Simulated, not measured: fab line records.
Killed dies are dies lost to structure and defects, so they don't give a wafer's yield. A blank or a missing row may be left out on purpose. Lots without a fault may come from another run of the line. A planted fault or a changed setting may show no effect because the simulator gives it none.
Which tool did it? -- flow n5_finfet -- 72 wafers from 24 lots sampled at 4 of the route's 1938 steps

## WHAT THE GAUGES SHOWED, per wafer
N5_BEOL_M12_CD_MEAS_10: target cd 140 nm. Usual: cd_nm 140.4 nm, standard deviation 2.
lot,measured,on,cd_nm (nm),flag
L076,day 11 09:38,cd_sem-03,143.8 142.1 141.1,
L074,day 11 10:14,cd_sem-02,138.6 138.4 142.8,
L075,day 11 12:52,cd_sem-01,143.9 138.2 139.4,
L077,day 12 01:01,cd_sem-03,141.3 144.1 139.1,
L078,day 12 02:07,cd_sem-02,142.9 141.0 140.6,
L079,day 12 02:36,cd_sem-03,142.1 144.2 140.7,
L081,day 12 11:01,cd_sem-02,141.9 143.7 140.1,
L080,day 12 18:37,cd_sem-01,139.8 138.3 138.5,
L082,day 12 20:43,cd_sem-01,137.6 139.7 140.1,
L083,day 13 04:47,cd_sem-03,141.0 141.7 141.9,
L084,day 13 12:28,cd_sem-02,139.2 137.3 141.1,
L085,day 13 15:19,cd_sem-02,138.9 139.8 136.4,
L087,day 14 06:43,cd_sem-01,137.5 139.1 139.8,
L089,day 14 21:49,cd_sem-03,139.1 138.2 143.4,
L088,day 14 23:28,cd_sem-02,141.0 143.2 141.4,
L086,day 15 00:28,cd_sem-01,140.5 140.0 138.5,
L090,day 15 07:15,cd_sem-02,141.0 143.6 139.8,
L091,day 16 11:54,cd_sem-03,137.7 140.7 136.9,
L092,day 16 16:39,cd_sem-01,143.4 139.6 142.7,
L093,day 16 16:59,cd_sem-01,142.3 142.0 140.6,
L094,day 16 21:47,cd_sem-03,142.7 140.3 140.9,
L095,day 17 19:36,cd_sem-03,139.1 138.7 140.3,
L096,day 17 20:16,cd_sem-01,143.9 142.6 140.6,
L097,day 17 21:00,cd_sem-01,140.2 143.7 139.6,

N5_BEOL_M12_OVL_MEAS_11. Usual: V11_OVL typically reads 2 nm, with standard deviation 5.5.
lot,measured,on,V11_OVL (nm),flag
L076,day 11 09:40,overlay-02,1 -3 6,
L074,day 11 10:16,overlay-01,2 4 5,
L075,day 11 12:53,overlay-02,13 -3 -2,
L077,day 12 01:02,overlay-02,4 -1 5,
L078,day 12 02:08,overlay-01,6 0 17,
L079,day 12 02:38,overlay-02,7 6 -1,
L081,day 12 11:02,overlay-01,7 5 -3,
L080,day 12 18:39,overlay-01,-7 -8 -6,
L082,day 12 20:45,overlay-02,1 10 4,
L083,day 13 04:49,overlay-01,-4 -6 3,
L084,day 13 12:29,overlay-02,0 -5 -5,
L085,day 13 15:20,overlay-01,-7 -5 0,
L087,day 14 06:45,overlay-01,-3 -3 -2,
L089,day 14 21:50,overlay-01,-2 -1 0,
L088,day 14 23:29,overlay-01,8 7 6,
L086,day 15 00:30,overlay-02,2 4 2,
L090,day 15 07:17,overlay-02,1 1 3,
L091,day 16 11:56,overlay-01,6 11 5,
L092,day 16 16:40,overlay-02,-1 -4 2,
L093,day 16 17:01,overlay-02,1 3 -7,
L094,day 16 21:49,overlay-02,-1 0 1,
L095,day 17 19:38,overlay-02,9 -1 9,
L096,day 17 20:18,overlay-01,11 11 6,
L097,day 17 21:02,overlay-01,7 7 11,

N5_BEOL_M12_CD_MEAS_17: target cd 140 nm. Usual: cd_nm 140.7 nm, standard deviation 2.2.
lot,measured,on,cd_nm (nm),flag
L076,day 11 11:14,cd_sem-03,145.0 142.3 140.4,
L074,day 11 11:30,cd_sem-02,139.2 140.9 144.0,
L075,day 11 13:38,cd_sem-01,143.8 140.8 139.1,
L077,day 12 01:37,cd_sem-01,141.8 144.2 139.1,
L078,day 12 02:43,cd_sem-03,142.3 142.1 140.1,
L079,day 12 03:11,cd_sem-02,142.1 143.7 142.1,
L081,day 12 11:35,cd_sem-03,141.6 145.4 139.4,
L080,day 12 19:12,cd_sem-02,140.7 138.7 139.2,
L082,day 12 21:18,cd_sem-01,137.9 142.1 142.4,
L083,day 13 05:22,cd_sem-01,139.5 141.2 143.0,
L084,day 13 13:16,cd_sem-03,138.4 136.3 140.0,
L085,day 13 15:53,cd_sem-02,138.7 141.0 137.1,
L087,day 14 07:18,cd_sem-02,136.5 141.1 139.1,
L089,day 14 22:43,cd_sem-01,141.1 138.2 143.1,
L088,day 15 00:05,cd_sem-02,139.8 141.7 143.9,
L086,day 15 01:10,cd_sem-03,140.9 140.2 138.8,
L090,day 15 07:50,cd_sem-01,141.7 145.6 140.6,
L091,day 16 12:29,cd_sem-02,137.1 140.1 137.5,
L092,day 16 17:14,cd_sem-03,144.9 141.4 143.0,
L093,day 16 17:34,cd_sem-01,142.7 142.4 141.5,
L094,day 16 22:22,cd_sem-02,143.0 143.0 140.7,
L095,day 17 20:11,cd_sem-03,139.0 140.0 140.7,
L096,day 17 20:51,cd_sem-01,143.4 142.3 141.1,
L097,day 17 21:44,cd_sem-02,140.8 146.4 141.0,

## WHICH TOOL RAN EACH LOT (tool, then ch and the chambers of the sampled wafers, then the start)
lot,N5_BEOL_M12_ETCH_59
L076,"rie_diel-06 ch 0,1,2, day 11 10:47"
L074,"rie_diel-06 ch 0,1,3, day 11 11:02"
L075,"rie_diel-04 ch 0,3, day 11 13:11"
L077,"rie_diel-04 ch 0,3, day 12 01:09"
L078,"rie_diel-04 ch 1,3, day 12 02:16"
L079,"rie_diel-04 ch 0,2,3, day 12 02:43"
L081,"rie_diel-04 ch 1,3, day 12 11:08"
L080,"rie_diel-06 ch 0,2,3, day 12 18:44"
L082,"rie_diel-04 ch 0,3, day 12 20:50"
L083,"rie_diel-05 ch 0,1,3, day 13 04:54"
L084,"rie_diel-05 ch 1,2, day 13 12:49"
L085,"rie_diel-06 ch 0,1,3, day 13 15:26"
L087,"rie_diel-05 ch 0,1,3, day 14 06:50"
L089,"rie_diel-04 ch 0,2,3, day 14 22:16"
L088,"rie_diel-05 ch 1,2,3, day 14 23:35"
L086,"rie_diel-06 ch 1,2, day 15 00:41"
L090,"rie_diel-06 ch 0,1,3, day 15 07:22"
L091,"rie_diel-05 ch 0,2,3, day 16 12:01"
L092,"rie_diel-06 ch 0,3, day 16 16:46"
L093,"rie_diel-04 ch 1,2, day 16 17:06"
L094,"rie_diel-06 ch 0,1,2, day 16 21:54"
L095,"rie_diel-04 ch 0,1,2, day 17 19:43"
L096,"rie_diel-05 ch 0,1,3, day 17 20:23"
L097,"rie_diel-04 ch 0,2,3, day 17 21:15"
- N5_BEOL_M12_ETCH_59: etches BARC in N2/H2, target depth 89 nm, overetch 26.7 nm, time 67.9 s.

## AS READ BY THE TOOLS THEMSELVES (means over the sampled wafers that have a number; for cases with no such wafer, the mark the record gives instead)
N5_BEOL_M12_ETCH_59. Usual: drypump_motor_current_A 5.6 A, standard deviation 0.46; oes_product_au 0.67 a.u., standard deviation 0.061; rf_vpp_V 524.1 V, standard deviation 2.7; showerhead_plenum_p_Torr 2.55 Torr, standard deviation 0.095; throttle_valve_pct 17.85 %, standard deviation 0.26.
lot,tool,drypump_motor_current_A (A),oes_product_au (a.u.),rf_vpp_V (V),showerhead_plenum_p_Torr (Torr),throttle_valve_pct (%),flag
L076,rie_diel-06,5.5,0.73,522.7,2.55,17.74,
L074,rie_diel-06,5.9,0.68,525.6,2.60,17.98,
L075,rie_diel-04,5.1,0.67,522.7,2.50,17.80,
L077,rie_diel-04,5.4,0.64,522.2,2.46,17.89,
L078,rie_diel-04,5.9,0.62,525.4,2.55,17.81,
L079,rie_diel-04,5.5,0.65,523.3,2.51,17.96,
L081,rie_diel-04,5.9,0.62,524.0,2.55,17.81,
L080,rie_diel-06,5.6,0.72,525.7,2.62,17.77,
L082,rie_diel-04,5.4,0.65,521.7,2.45,17.90,
L083,rie_diel-05,5.7,0.71,523.5,2.53,17.76,
L084,rie_diel-05,5.2,0.74,527.4,2.64,17.47,
L085,rie_diel-06,5.9,0.66,526.0,2.59,18.01,
L087,rie_diel-05,5.8,0.70,524.1,2.53,17.78,
L089,rie_diel-04,5.4,0.65,522.6,2.50,17.98,
L088,rie_diel-05,5.3,0.73,525.7,2.61,17.59,
L086,rie_diel-06,5.2,0.72,522.6,2.46,17.54,
L090,rie_diel-06,5.9,0.65,525.2,2.59,18.04,
L091,rie_diel-05,5.8,0.69,525.0,2.55,17.65,
L092,rie_diel-06,5.9,0.67,527.6,2.67,18.07,
L093,rie_diel-04,5.9,0.61,525.3,2.59,17.93,
L094,rie_diel-06,5.5,0.69,522.9,2.53,17.82,
L095,rie_diel-04,5.5,0.62,524.8,2.56,17.95,
L096,rie_diel-05,5.7,0.67,522.8,2.51,17.82,
L097,rie_diel-04,5.4,0.62,523.2,2.49,18.03,

## THE ANSWER, worked out from the rows above alone
Rule: a lot is off if the mean of its wafers that have a number lies more than 3 standard deviations from the usual mean. Also off: a lot with no number at a reading for which 4 or more lots have one. Where the step has rows for the other lots, those lots are counted as sound. Order of review: gauges by route order, followed by the tools' own readings, for which a lot's mean as printed above is used. At the first step where some lot is off, the reading lying furthest off is the one used; lots without a number count as furthest.
No lot is off on any of the readings shown, so nothing can be concluded from this.

## WHAT HAD BEEN PUT IN BY THE SIMULATOR
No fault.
